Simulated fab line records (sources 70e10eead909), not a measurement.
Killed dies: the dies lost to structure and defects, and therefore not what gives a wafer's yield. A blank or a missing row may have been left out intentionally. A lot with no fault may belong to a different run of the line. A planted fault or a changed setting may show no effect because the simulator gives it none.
Chamber matching -- flow nand harc -- rie diel-01 running NHARC_A_STAIRCASE_DESCUM_443: 4 sister chambers
The step chemistry O2, time 3 s. 8 wafers are shown with their chamber, then 7 later ones without.

== WAFERS WITH THEIR CHAMBER ==
wafer,chamber,showerhead plenum p Torr (Torr),oes product au (a.u.)
L080.1,0,1.83,1.005
L080.2,2,2.07,1.001
L080.4,1,1.86,1.005
L081.2,0,1.83,0.999
L081.3,3,2.04,0.986
L081.6,3,2.04,1.005
L087.2,1,1.85,0.996
L087.3,2,2.06,0.993

== WAFERS MISSING THEIR CHAMBER ==
wafer,showerhead plenum p Torr (Torr),oes product au (a.u.)
L087.4,1.82,1.006
L093.1,2.05,1.002
L093.3,2.03,0.998
L093.5,1.84,0.996
L094.3,1.84,1.006
L094.4,1.82,0.996
L094.5,1.84,0.995

== CHAMBER TAKEN BY EACH ==
wafer,from the rows above,in truth
L087.4,0,0
L093.1,can't be placed: 3 or 2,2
L093.3,3,3
L093.5,can't be placed: 0 or 1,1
L094.3,can't be placed: 0 or 1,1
L094.4,0,0
L094.5,can't be placed: 0 or 1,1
3 of 7 placed correctly. Cannot be placed on the basis of these rows: 4; the candidates contain the true chamber in 4. 0 placed wrongly.
How it was worked out, from the rows above alone: a wafer's distance from a chamber is the root of the sum, over the readings, of the square of ((its reading less the chamber's mean) divided by the reading's scatter). The wafer belongs to the nearest chamber; if the next one is less than 2 further off, it can't be placed. For every chamber, the mean is computed from those of its wafers that are shown. The scatter: the root of (the sum of the squares of (reading less its chamber's mean) over the shown wafers, divided by (wafers less chambers)).
